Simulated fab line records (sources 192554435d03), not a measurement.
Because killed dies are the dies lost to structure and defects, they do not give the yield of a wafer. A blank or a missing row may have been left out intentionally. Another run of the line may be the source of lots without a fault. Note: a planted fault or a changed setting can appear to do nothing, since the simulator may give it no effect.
fab line records	flow n5-finfet
record: lots: 4	wafers: 12	last-day: 20
route steps=1938 shown FIN_SAQP@124 FIN_CUT@154 BEOL_M4@1111 PASSIVATION@1936
lots that met no fault: taken from a fault-free run of the same line
start-h: hours from the record's opening day to when the first of the lot's shown wafers began	wait-h: hours since the lot's step before	" as in the row above	L1.1+2: a single row standing in for several wafers	- no value, or no start was given	* or withheld: withheld	< > ~ a bound
route shown NAME@n: names a module that has steps shown in the file, with the first one's number in the route	usual: mean/standard deviation of fault-free wafers	same: alike in all rows	chamber/n: place in a boat	sites: readings site by site	_std_site: how widely they spread, as a standard deviation	_edge_site: mean of outer sites minus mean of inner sites	radius-mm: for every site, how far away it sits from the centre of the wafer	mask NAME#n: copy n	behind: tool/chamber where the wafer was last shaped	hold: the reason the lot was held/the length of the hold in hours/how it ended	device: whichever transistor did not switch (one of n, p or np)	end of line: at the end of the route, the tests of the same wafers	where a step has no rows: the recipe by itself	killed: count of dies lost to structure and defects at first sort (not the wafer's yield)	map: a wafer's dies, x killed, . not, _ none there
set.NAME: the setting the step ran with; set.NAME@STEP: the setting that earlier step ran with	model.NAME: the simulator's own value behind a step, which no gauge read
lots at some steps of the route; a table a step, a row a wafer
services: from which hour (start-h, from the record's first day; less than 0 if before it) a tool's chamber was out of use, for how many hours, and why
== steps ==
step: N5_FIN_SAQP_RECESS_75
recipe: chemistry: HF/NH3	target: SiO2	target-depth-a: 144	afs-cycles: 3	temp-c: 30	sublimation-temp-c: 180	sublimation-time-s: 60
step: N5_FIN_SAQP_SPACER1_ALD_24
recipe: material: SiO2	target-thk-a: 203	temp-c: 300	ald-precursor-family: BDEAS	ald-co-reactant: O2-plasma	pulse-time-s: 1	purge-time-s: 2	co-reactant-purge-time-s: 2	ald-cycles: 218	pressure-torr: 2
step: N5_FIN_SAQP_SPACER1_ETCHBACK_25
recipe: chemistry: CHF3/O2	mode: anisotropic-etchback	target: SiO2	target-depth-a: 244	time-s: 12.2	pressure-mtorr: 30	source-w: 650	bias-w: 170	Ar_flow_sccm: 200	CHF3_flow_sccm: 50	O2_flow_sccm: 5	ion-energy-ev: 200
step: N5_FIN_SAQP_MANDREL1_REMOVE_56
recipe: chemistry: HBr/Cl2/O2	bt-time-s: 10	target: a-Si	stop-on: SiNx	endpoint: OES-SiCl	over-etch-frac: 1	icp-w: 600	bias-w: 22	HBr_flow_sccm: 150	Cl2_flow_sccm: 80	O2_flow_sccm: 5	pressure-mtorr: 10
step: N5_FIN_SAQP_ETCH_57
recipe: chemistry: CH3F/O2	target: SiNx	mask-material: SiO2	target-depth-a: 325	time-s: 46.4	pressure-mtorr: 30	source-w: 395	bias-w: 73	Ar_flow_sccm: 150	CH3F_flow_sccm: 30	O2_flow_sccm: 20	ion-energy-ev: 120	ends: cleared
step: N5_FIN_SAQP_ETCH_65
recipe: chemistry: CF4	target: SiO2	target-depth-a: 40	ion-energy-ev: 350	time-s: 4.4	pressure-mtorr: 10	icp-w: 800	bias-w: 400	cf4-flow-sccm: 80
step: N5_FIN_SAQP_MANDREL_ETCH_58
recipe: chemistry: HBr/Cl2	target: a-Si	target-depth-a: 450	bt-time-s: 10	stop-on: SiNx	mask-material: SiO2	over-etch-frac: 0.8	time-s: 27	pressure-mtorr: 10	icp-w: 800	bias-w: 75	HBr_flow_sccm: 150	Cl2_flow_sccm: 80	ends: end-point
step: N5_FIN_SAQP_RECESS_63
recipe: chemistry: HF/NH3	target: SiO2	target-depth-a: 180	afs-cycles: 3	temp-c: 30	sublimation-temp-c: 180	sublimation-time-s: 60
step: N5_FIN_SAQP_COAT_68
recipe: resist: SOC	temp-c: 250	time-s: 60	spin-rpm: 1500	resist-thk-nm: 100
step: N5_FIN_SAQP_ETCH_69
recipe: chemistry: N2/H2	target: SOC	target-depth-a: 1500	stop-on: SiNx	ion-energy-ev: 100	bias-w: 61	pressure-mtorr: 30	source-w: 850	n2-flow-sccm: 200	h2-flow-sccm: 200
step: N5_FIN_SAQP_ETCH_67
recipe: chemistry: CH3F/O2	target: SiNx	target-depth-a: 300	mask-material: SOC	pressure-mtorr: 30	source-w: 395	bias-w: 73	Ar_flow_sccm: 150	CH3F_flow_sccm: 30	O2_flow_sccm: 20	ion-energy-ev: 120
step: N5_FIN_SAQP_STRIP_70
recipe: chemistry: N2/H2	power-w: 500	temp-c: 40	pressure-mtorr: 50	rf-frequency-hz: 6e+07	overash-fraction: 0.3	bias-power-w: 28	h2-frac: 0.5	n2-flow-sccm: 300	h2-flow-sccm: 300
usual: drypump-motor-current-A: 5.9/0.56	oes-product-au: 0.79/0.094	rf-vpp-V: 121.6/1.1	showerhead-plenum-p-Torr: 3.33/0.13	throttle-valve-pct: 18.9/0.34
lot.wafer	tool	chamber	start-h	wait-h	drypump-motor-current-A	oes-product-au	rf-hours-counter-h	rf-vpp-V	showerhead-plenum-p-Torr	throttle-valve-pct
L461.1	rie-diel-02	3	73.10	0.0	6.8	0.87	30	121.6	3.58	19.2
L461.2	"	1	"	"	5.6	0.69	256	121.8	3.32	19.2
L461.3	"	2	"	"	6.6	0.81	105	122.0	3.26	18.8
L464.2	rie-diel-02	2	91.81	0.0	6.5	0.81	115	119.9	3.25	18.9
L464.3	"	0	"	"	5.3	0.93	6	123.5	3.58	18.7
L464.6	"	0	"	"	5.3	0.94	-	123.0	3.58	18.7
L466.4	rie-diel-02	3	105.50	0.0	6.8	0.85	46	122.5	3.57	19.2
L466.5	"	1	"	"	5.7	0.99	-	122.3	3.32	18.8
L466.6	"	0	"	"	5.3	0.91	-	122.0	3.57	18.7
L476.1	rie-diel-05	2	162.64	0.0	5.8	0.84	64	122.5	3.39	18.3
L476.2	"	1	"	"	5.2	0.72	205	122.5	3.33	18.4
L476.5	"	2	"	"	5.8	0.85	-	121.8	3.39	18.2
step: N5_FIN_SAQP_RECESS_71
recipe: chemistry: HF/NH3	target: SiO2	target-depth-a: 30	afs-cycles: 1	temp-c: 30	sublimation-temp-c: 180	sublimation-time-s: 60
step: N5_FIN_SAQP_SPACER2_ALD_28
recipe: material: SiO2	target-thk-a: 81	temp-c: 300	ald-precursor-family: BDEAS	ald-co-reactant: O2-plasma	pulse-time-s: 1	purge-time-s: 2	co-reactant-purge-time-s: 2	pressure-torr: 2
step: N5_FIN_SAQP_SPACER2_ETCHBACK_29
recipe: chemistry: CHF3/O2	mode: anisotropic-etchback	target: SiO2	target-depth-a: 122	time-s: 6.1	pressure-mtorr: 30	source-w: 650	bias-w: 170	Ar_flow_sccm: 200	CHF3_flow_sccm: 50	O2_flow_sccm: 5	ion-energy-ev: 200
step: N5_FIN_SAQP_MANDREL2_REMOVE_60
recipe: chemistry: HBr/Cl2/O2	bt-time-s: 10	target: a-Si	stop-on: SiNx	endpoint: OES-SiCl	over-etch-frac: 1	icp-w: 600	bias-w: 22	HBr_flow_sccm: 150	Cl2_flow_sccm: 80	O2_flow_sccm: 5	pressure-mtorr: 10
step: N5_FIN_SAQP_HM_OPEN_33
recipe: chemistry: CH3F/O2	target: SiNx	mask-material: SiO2	target-depth-a: 494	time-s: 70.6	pressure-mtorr: 30	source-w: 395	bias-w: 73	Ar_flow_sccm: 150	CH3F_flow_sccm: 30	O2_flow_sccm: 20	ion-energy-ev: 120	ends: cleared
step: N5_FIN_SAQP_ETCH_34
recipe: chemistry: C4F6/O2	target: SiO2	target-depth-a: 450	time-s: 15	ion-energy-ev: 250	pressure-mtorr: 30	source-w: 345	bias-w: 185	Ar_flow_sccm: 300	C4F6_flow_sccm: 10	O2_flow_sccm: 10	ends: cleared
step: N5_FIN_SAQP_STRIP_77
recipe: chemistry: N2/H2	time-s: 90	power-w: 100	temp-c: 40	pressure-mtorr: 100	rf-frequency-hz: 6e+07	bias-power-w: 3	n2-flow-sccm: 300	h2-flow-sccm: 300
step: N5_FIN_SAQP_ETCH_64
recipe: chemistry: CF4	target: SiO2	target-depth-a: 15	ion-energy-ev: 350	pressure-mtorr: 10	icp-w: 800	bias-w: 400	cf4-flow-sccm: 80
step: N5_FIN_SAQP_FIN_ETCH_36
recipe: chemistry: HBr/Cl2/O2	target-depth-a: 1200	mask-material: SiNx	time-s: 50.4	bias-w: 102	pressure-mtorr: 10	icp-w: 800	HBr_flow_sccm: 150	Cl2_flow_sccm: 80	O2_flow_sccm: 12
step: N5_FIN_SAQP_PRECLEAN_38
recipe: chemistry: O3/DIW	time-s: 45	temp-c: 22	o3-ppm: 10
step: N5_FIN_SAQP_PRECLEAN_45
recipe: chemistry: dHF	time-s: 10	dilution: 500:1	temp-c: 25
step: N5_FIN_SAQP_SRD_39
recipe: dry: ipa-marangoni	time-s: 30	temp-c: 23	rinse-liquid: diw
step: N5_FIN_SAQP_INSPECT_40
recipe: inspect-instrument: brightfield	mode: aei
usual: raw-defect-count: 226/60
lot.wafer	tool	chamber	start-h	wait-h	raw-defect-count
L461.1	defect-inspect-01	-	74.50	0.0	274
L461.2	"	-	"	"	265
L461.3	"	-	"	"	216
L464.2	defect-inspect-01	-	93.35	0.0	220
L464.3	"	-	"	"	469
L464.6	"	-	"	"	534
L466.4	defect-inspect-02	-	106.93	0.0	192
L466.5	"	-	"	"	221
L466.6	"	-	"	"	569
L476.1	defect-inspect-01	-	165.50	0.0	236
L476.2	"	-	"	"	192
L476.5	"	-	"	"	306
step: N5_FIN_CUT_COAT_18
recipe: resist: SOC	temp-c: 250	time-s: 60	spin-rpm: 1500	resist-thk-nm: 230
step: N5_FIN_CUT_COAT_19
recipe: resist: SiARC	temp-c: 220	time-s: 60	spin-rpm: 1500	resist-thk-nm: 20
step: N5_FIN_CUT_COAT_29
recipe: resist: underlayer	temp-c: 205	time-s: 60	spin-rpm: 1500	resist-thk-nm: 10
step: N5_FIN_CUT_COAT_02
recipe: resist: CAR-EUV	spin-rpm: 1500	resist-thk-nm: 30
step: N5_FIN_CUT_EBR_04
recipe: solvent: PGMEA	ebr-width-mm: 1.5
step: N5_FIN_CUT_SOFTBAKE_03
recipe: temp-c: 110	time-s: 60	resist: CAR-EUV
step: N5_FIN_CUT_EXPOSE_05
recipe: mask-id: FIN_CUT	na: 0.33	source-shape: annular	sigma-inner: 0.35	sigma-outer: 0.8	polarization: unpolarized	dose-mj: 45.75
step: N5_FIN_CUT_PEB_06
recipe: peb-temp-c: 100	peb-time-s: 60	resist: CAR-EUV
step: N5_FIN_CUT_DEVELOP_07
recipe: develop-time-s: 30	developer: TMAH	resist: CAR-EUV	rinse-liquid: surfactant-rinse	dry: air-spin	dev-temp-c: 23
step: N5_FIN_CUT_INSPECT_10
recipe: mode: adi	inspect-instrument: brightfield
usual: raw-defect-count: 41/11
lot.wafer	tool	chamber	start-h	wait-h	raw-defect-count
L461.1	defect-inspect-02	-	75.02	0.1	50
L461.2	"	-	"	"	52
L461.3	"	-	"	"	53
L464.2	defect-inspect-02	-	93.87	0.0	45
L464.3	"	-	"	"	340
L464.6	"	-	"	"	342
L466.4	defect-inspect-01	-	107.45	0.0	32
L466.5	"	-	"	"	36
L466.6	"	-	"	"	324
L476.1	defect-inspect-01	-	166.01	0.1	47
L476.2	"	-	"	"	37
L476.5	"	-	"	"	41
step: N5_BEOL_M4_RC_MEAS_101
usual: DIBL_N: 37.0/1.6	DIBL_P: 37.0/2.1	IOFF_N: 0.17/0.032	IOFF_P: 0.22/0.043	ION_N: 679/13	ION_P: 465/9.5	SS_N: 71.7/0.59	SS_P: 73.6/0.64	VT_N: 249/3.2	VT_P: -249/4.1
lot.wafer	tool	chamber	start-h	wait-h	DIBL_N[mV/V]	DIBL_P[mV/V]	IOFF_N[nA/um]	IOFF_P[nA/um]	ION_N[uA/um]	ION_P[uA/um]	SS_N[mV/dec]	SS_P[mV/dec]	VT_N[mV]	VT_P[mV]
L461.1	prober-01	0	295.44	0.0	38.4	38.4	0.21	0.25	704	481	71.6	74.5	245	-246
L461.2	"	0	"	"	35.2	35.1	0.14	0.19	687	471	70.6	72.8	252	-250
L461.3	"	0	"	"	38.4	38.3	0.19	0.24	688	464	71.5	74.5	248	-247
L466.4	prober-02	0	306.50	0.5	37.5	37.4	0.18	0.28	692	486	72.5	74.1	246	-241
L466.5	"	0	"	"	35.8	34.2	0.16	0.23	697	478	71.4	72.6	249	-245
L466.6	"	0	"	"	37.1	34.9	0.17	0.25	682	471	71.6	73.1	247	-242
L464.2	prober-01	0	319.94	0.2	35.0	36.7	0.13	0.21	659	463	71.3	73.5	252	-248
L464.3	"	0	"	"	38.8	40.2	0.21	0.29	696	479	71.8	74.4	247	-243
L464.6	"	0	"	"	39.3	39.8	0.21	0.28	681	464	73.1	75.2	249	-248
L476.1	prober-01	0	377.17	0.0	38.2	37.2	0.19	0.23	689	466	72.1	73.6	248	-249
L476.2	"	0	"	"	37.0	35.8	0.16	0.20	669	456	72.4	73.4	249	-251
L476.5	"	0	"	"	36.0	33.9	0.14	0.18	665	451	72.0	73.6	252	-252
step: N5_PASSIVATION_PROBE_49
usual: defect-limited-yield: 91.2/1.6	killed_at_M0_to_M3: 33/11	killed_at_M4_up: 14/5	killed-at-contacts: 12/5.8	killed-at-front-end: 41/12	killed-at-other: 3.5/2.9	killed-dies: 104/19	killed-open: 68/14	killed-short: 34/8.8	sort_bin_5_function: 5.2/1.1	sort_bin_6_memory: 3.2/0.71	sort-n-pass: 1076/19	sort-yield-pct: 91.2/1.6
same: gross-dies: 1180	killed-at-back-side: 0	sort_bin_4_leakage[%]: 0	sort_bin_8_speed[%]: 0
lot.wafer	tool	chamber	start-h	wait-h	defect-limited-yield[%]	killed_at_M0_to_M3	killed_at_M4_up	killed-at-contacts	killed-at-front-end	killed-at-other	killed-dies	killed-open	killed-short	sort_bin_5_function[%]	sort_bin_6_memory[%]	sort-n-pass	sort-yield-pct[%]
L466.6	prober-01	-	416.43	0.3	83.4	38	9	12	130	7	196	66	27	10.2	4.3	984	83.4
L464.2	prober-01	-	423.05	0.1	88.1	65	22	15	37	1	140	102	36	6.9	4.5	1040	88.1
L464.3	prober-01	-	423.10	0.1	85.3	30	15	5	121	2	173	49	22	8.2	4.5	1007	85.3
L464.6	prober-01	-	423.25	0.3	83.6	33	10	3	147	0	193	64	28	11.4	3.9	987	83.6
killed by level:class
L466.6 FIN_SAQP:unspecified=98 FIN_SAQP:geometric-particle:open=11 BEOL_M3:geometric-particle:open=11 MOL_CONTACT_COAG:geometric-particle:open=10 BEOL_M2:geometric-particle:open=9 BEOL_M0_SAQP:geometric-particle:open=8 FIN_SAQP:geometric-particle:short=7 BEOL_M0_SAQP:geometric-particle:short=7
L464.2 BEOL_M2:geometric-particle:open=16 MOL_CONTACT_COAG:geometric-particle:open=13 BEOL_M1:geometric-particle:open=13 BEOL_M4:geometric-particle:open=11 FIN_SAQP:geometric-particle:open=10 BEOL_M0_SAQP:geometric-particle:short=9 BEOL_M1:geometric-particle:short=9 BEOL_M3:geometric-particle:open=7
L464.3 FIN_SAQP:unspecified=100 BEOL_M3:geometric-particle:open=11 BEOL_M2:geometric-particle:open=7 BEOL_M1:geometric-particle:open=6 FIN_SAQP:geometric-particle:short=5 STARTING-WAFER:geometric-particle:short=5 BEOL_M4:geometric-particle:open=4 DUMMY_GATE:geometric-particle:open=3
L464.6 FIN_SAQP:unspecified=99 STI_FIN_REVEAL:geometric-particle:open=14 BEOL_M3:geometric-particle:open=13 FIN_SAQP:geometric-particle:short=7 FIN_SAQP:geometric-particle:open=6 DUMMY_GATE:geometric-particle:open=5 BEOL_M1:geometric-particle:open=5 BEOL_M2:geometric-particle:open=4
map L464.6 (x killed, . not)
_________________..x.......x.________________
______________....xx....x......._____________
___________..........x.............__________
__________.........................._________
________....x.................x......._______
_______....x.x.....................x.x.______
______.....x....x.......x..............._____
_____.......x...............x.....x......____
____...............................x......___
___x..............x........................__
___..xx.xxxx...x...........................__
__xxxxxxx.x..............x.................._
__.xxxxxxx.xxx.x....x.........x...........x._
_x...xxxxxx.xxx.x............................
_x.xxxxxxxxxx.xxx....x.x......x.............x
_xx..xxxxxxxx.x.................x...x........
_.xxxxxxxxxxxx.xxx...x...x......x............
_...xxxxxxxxx.xx.x.....x......x.............x
_xx.xxxxxxx..x.xx.......x........x......x....
_....xx.x..x....................x........x...
_.x.x..xx.xx.........x...x..................x
__...x.x..........x......................x.._
__............x............................._
___.x.x.....x...........x..................__
___......xx....xx....x......x..............__
____.x..x.........................x.......___
_____.x.............xx..x.......x........____
______......x..........x....xx..x......._____
_______.........x.........x............______
________.............................._______
__________.........................._________
___________.......x....x.x...x.....__________
______________......x....x......_____________
_________________...x........________________
map L466.6 (x killed, . not)
_________________......x.....________________
______________x.......x........._____________
___________..x..x......x.x.........__________
__________...x.......x............x._________
________...x.........................._______
_______...................x.x...x....x.______
______.....x.x.........................._____
_____.....x.........x..x.........x.......____
____........x............x...x............___
___x.x....x................x...............__
___.....xx...x...................x.....x.xx__
__..xxxxxxxx........x...........x..........x_
__.xxxxxxxxx..xx...x....................x..._
_..xxxxxxxxxxx.............x.......x.........
_..x.xxxxxxxx...x.................x....x.....
_..xxxxxxxxxxx..x......................x.....
_xxxxxxxxxxxxx................x.x.....x..x...
_.xxxxxxxxxxx.......xx......................x
_.xx.xxxxxxxx.......x.........x..............
_..xx..xxxx....x..x....x....x...x............
_.....x........................x....x........
__.....xx..........x........................_
__...x..........x............x.........x...._
___x..x................xx.x...x.xx......xx.__
___.......x................................__
____......................................___
_____...........x...x............x.......____
______x.x....x....x........x............_____
_______.x....x.........................______
________....x...........x..x......x..._______
__________x..x.x....x.x......x......_________
___________x...x.................x.__________
______________..............x..._____________
_________________............________________
== services ==
tool	chamber	start-h	hours	kind
rie-diel-02	3	56.63	1.3	repair
rie-diel-02	0	58.10	-	clean
rie-diel-02	0	58.10	-	consumable-replace:focus-ring
rie-diel-02	0	58.10	-	consumable-replace:showerhead
rie-diel-02	0	58.10	22.5	scheduled-down
rie-diel-02	0	58.10	22.5	vent-cycle
rie-diel-02	1	80.63	-	clean
rie-diel-02	1	80.63	-	consumable-replace:focus-ring
rie-diel-02	1	80.63	17.0	scheduled-down
rie-diel-02	1	80.63	17.0	vent-cycle
rie-diel-05	-	153.20	0.2	repair
== key ==
first-sign: step: N5_FIN_SAQP_INSPECT_40	reading: raw-defect-count	direction: up	sigmas: 5	usual: 226	struck: 524
effect: step: N5_FIN_CUT_INSPECT_10	reading: raw-defect-count	direction: up	sigmas: 26	usual: 41	struck: 335
effect: step: N5_PASSIVATION_PROBE_49	reading: killed-at-front-end	direction: up	sigmas: 7.4	usual: 41	struck: 133
more-kills-born-at: N5_FIN_SAQP_STRIP_70@rie-diel-02: 297
met-at N5_FIN_SAQP_STRIP_70
struck-wafers L464.3,L464.6,L466.6
fault: kind: chamber-particle-source	tool: rie-diel-02	chamber: 0	onset-h: 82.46	steps: N5_FIN_SAQP_STRIP_70	rate-per-visit-cm2: 0.44738	end-h: 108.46
